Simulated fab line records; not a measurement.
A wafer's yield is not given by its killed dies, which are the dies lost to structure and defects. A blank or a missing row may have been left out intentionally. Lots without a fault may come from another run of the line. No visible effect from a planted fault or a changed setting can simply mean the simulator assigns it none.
Chamber matching | flow n5Finfet | N5_BEOL_M2_DESCUM_33 on rieDiel-03: 4 sister chambers
The step chemistry O2, time 7 s. 4 wafers are shown with their chamber, then 10 later ones without.

== WAFERS PAIRED WITH THEIR CHAMBERS ==
wafer  | chamber | showerheadPlenumPTorr (Torr)
L078.6 | 3       | 2.22
L080.5 | 2       | 2.06
L083.2 | 1       | 1.97
L083.5 | 0       | 2.15

== WAFERS WITHOUT THEIR CHAMBER ==
wafer  | showerheadPlenumPTorr (Torr)
L083.6 | 2.22
L088.2 | 2.14
L088.5 | 2.22
L088.6 | 2.14
L089.2 | 2.21
L089.3 | 2.06
L089.6 | 1.96
L093.1 | 2.05
L093.3 | 2.14
L093.5 | 2.14

== THE CHAMBER EACH PASSED THROUGH ==
wafer  | from the rows above | in truth
L083.6 | 3                   | 3
L088.2 | 0                   | 0
L088.5 | 3                   | 3
L088.6 | 0                   | 0
L089.2 | 3                   | 3
L089.3 | 2                   | 2
L089.6 | 1                   | 1
L093.1 | 2                   | 2
L093.3 | 0                   | 0
L093.5 | 0                   | 0
Correctly placed: 10 of 10. Can't be placed from these rows: 0. 0 placed wrongly.
How it was worked out, from the rows above alone: a wafer's distance from a chamber is the root of the sum, over the readings, of the square of ((its reading less the chamber's mean) divided by the reading's scatter). The wafer belongs to the nearest chamber; if the next one is less than 2 further off, it can't be placed. Each chamber's mean is taken over the wafers shown for it. The scatter: with one shown wafer a chamber, the root of the mean of the squares of how far each hidden wafer lies from its nearest shown one.
